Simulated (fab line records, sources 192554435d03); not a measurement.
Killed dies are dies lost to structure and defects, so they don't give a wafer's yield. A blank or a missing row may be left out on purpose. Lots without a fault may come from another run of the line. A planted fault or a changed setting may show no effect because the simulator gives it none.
Problem report in the 8D (eight disciplines) form, filled by code | flow n5_finfet | the parts of the form that need people (team, actions taken, sign-off) are left out

1. THE PROBLEM
cd_nm at N5_HKMG_FIN_CD_MEAS_49 reads a mean of 208.2 nm on 12 wafers of 4 lots; wafers without a fault read 202.2 nm with a standard deviation of 0.66. That is +9.0 standard deviations from the usual mean.
The step: target cd 202 nm.
First seen on wafer L553.2, day 6 14:02, on cd_sem-02. The record holds 30 wafers of 10 lots with a number at this step. Rule for "out", or "out of limits": more than 4 standard deviations from the usual mean. The other wafers with a number count as sound.

2. WHAT IT IS AND WHAT IT IS NOT
question                    | is                              | is not
which readings at this step | cd_nm                           | -
which lots                  | L553, L554, L555, L556          | L545, L546, L549, L561, L563, L565
which wafers of those lots  | all that have a number          | -
read on which gauges        | cd_sem-01, cd_sem-02, cd_sem-03 | -
when                        | from day 6 14:02                | up to then (9 sound wafers); but 9 sound wafers of L561, L563, L565 came after

3. SUSPECTS, AND WHAT RULES EACH OUT
Counting: a tool at a process step up to the reading stays a suspect if it ran every lot that is out and no sound lot after the first of them.
- the gauge at N5_HKMG_FIN_CD_MEAS_49: ruled out. The wafers that are out were read on 3 gauges (cd_sem-01, cd_sem-02, cd_sem-03).
- pecvd-02 at N5_SDB_HM_DEP_00 (deposits SiNx from SiH4/NH3/N2, target thk 40 nm, time 35.3 s): ruled out as a lasting fault. Sound lots L561 ran on it after its first lot that is out, L553 (day 6 07:50).
- arfi_scanner-01 at N5_HKMG_FIN_EXPOSE_46 (exposes mask NDIPOLE): kept. It ran every lot that is out, first L553 (day 6 13:55), and no sound lot after that; its last sound lot up to then is L549 (day 5 14:22). Its own readings are out on those wafers: exposure_dose_mJ_cm2.
Left after counting: arfi_scanner-01 at N5_HKMG_FIN_EXPOSE_46.

4. THE CAUSE (what the simulator had put in)
Process parameter drift: arfi_scanner-01, from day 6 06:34 on, at N5_HKMG_FIN_EXPOSE_46. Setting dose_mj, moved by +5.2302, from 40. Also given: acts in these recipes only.
Counting left only this tool.

5. THE CHAIN OF EFFECTS, in route order
Each row: a reading whose mean over the struck wafers that have a number lies more than 3 standard deviations from the usual. Only readings for which the record gives a usual standard deviation are gone through. hours: the time from each lot's start at the first step in this table that gives one to its start at this step, as a median over the lots. sigmas: the change in usual standard deviations.
hours | step                   | reading              | usual    | on struck wafers | change | sigmas
0     | N5_HKMG_FIN_EXPOSE_46  | exposure_dose_mJ_cm2 | 39.98    | 43.84            | +3.86  | +99 or more
0     | N5_HKMG_FIN_CD_MEAS_49 | cd_nm                | 202.2 nm | 208.2            | +6.0   | +9.0
The process steps in it:
- N5_HKMG_FIN_EXPOSE_46: exposes mask NDIPOLE.

6. WHAT WOULD HAVE CAUGHT IT SOONER
In this record the first reading out of limits at a measuring or inspecting step was taken at day 6 14:02, 7 hours after the fault began at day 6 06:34.
The tool's own readings at N5_HKMG_FIN_EXPOSE_46 were out on every struck wafer that the step has a row for (exposure_dose_mJ_cm2): an alarm limit on them would have fired on the first of those.
Of the lots that are out (4), L554, L555, L556 began N5_HKMG_FIN_EXPOSE_46 on arfi_scanner-01 after day 6 14:02. A hold on the tool at that time would have spared those 3.
